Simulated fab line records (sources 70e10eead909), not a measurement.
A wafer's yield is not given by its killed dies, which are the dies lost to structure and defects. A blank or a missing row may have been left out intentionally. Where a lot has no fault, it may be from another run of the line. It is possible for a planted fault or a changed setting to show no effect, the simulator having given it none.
Matching of chambers -- flow nand harc -- rie diel-01 running NHARC_P_CONTACT_STRIP_28: 4 sister chambers
The step strips in O2. 8 wafers are shown with their chamber, then 8 later ones without.

## WAFERS, EACH WITH ITS CHAMBER
wafer,chamber,drypump motor current A (A),oes product au (a.u.)
L076.5,1,5.5,1.008
L082.4,2,4.9,1.017
L088.3,3,6.8,0.975
L088.6,0,5.1,1.003
L087.1,3,6.7,0.981
L087.4,1,5.5,1.010
L087.6,0,5.1,1.023
L090.1,2,4.9,1.020

## WAFERS WITH NO CHAMBER GIVEN
wafer,drypump motor current A (A),oes product au (a.u.)
L090.3,5.1,1.014
L090.6,5.0,1.025
L092.3,5.5,1.005
L092.4,5.1,1.016
L092.6,6.8,0.981
L095.1,5.1,1.024
L095.3,6.8,0.996
L095.6,6.8,0.982

## THE CHAMBER EACH PASSED THROUGH
wafer,from the rows above,in truth
L090.3,0,0
L090.6,can't be placed: 2 or 0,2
L092.3,1,1
L092.4,0,0
L092.6,3,3
L095.1,0,0
L095.3,3,3
L095.6,3,3
Correctly placed: 7 of 8. These rows do not allow placing 1 (true chamber among the candidates in 1). 0 placed wrongly.
How it was worked out, from the rows above alone: a wafer's distance from a chamber is the root of the sum, over the readings, of the square of ((its reading less the chamber's mean) divided by the reading's scatter). The wafer belongs to the nearest chamber; if the next one is less than 2 further off, it can't be placed. For every chamber, the mean is computed from those of its wafers that are shown. The scatter: take each reading less its chamber's mean, square it, sum over the shown wafers, divide by the number of wafers less the number of chambers, and take the root.
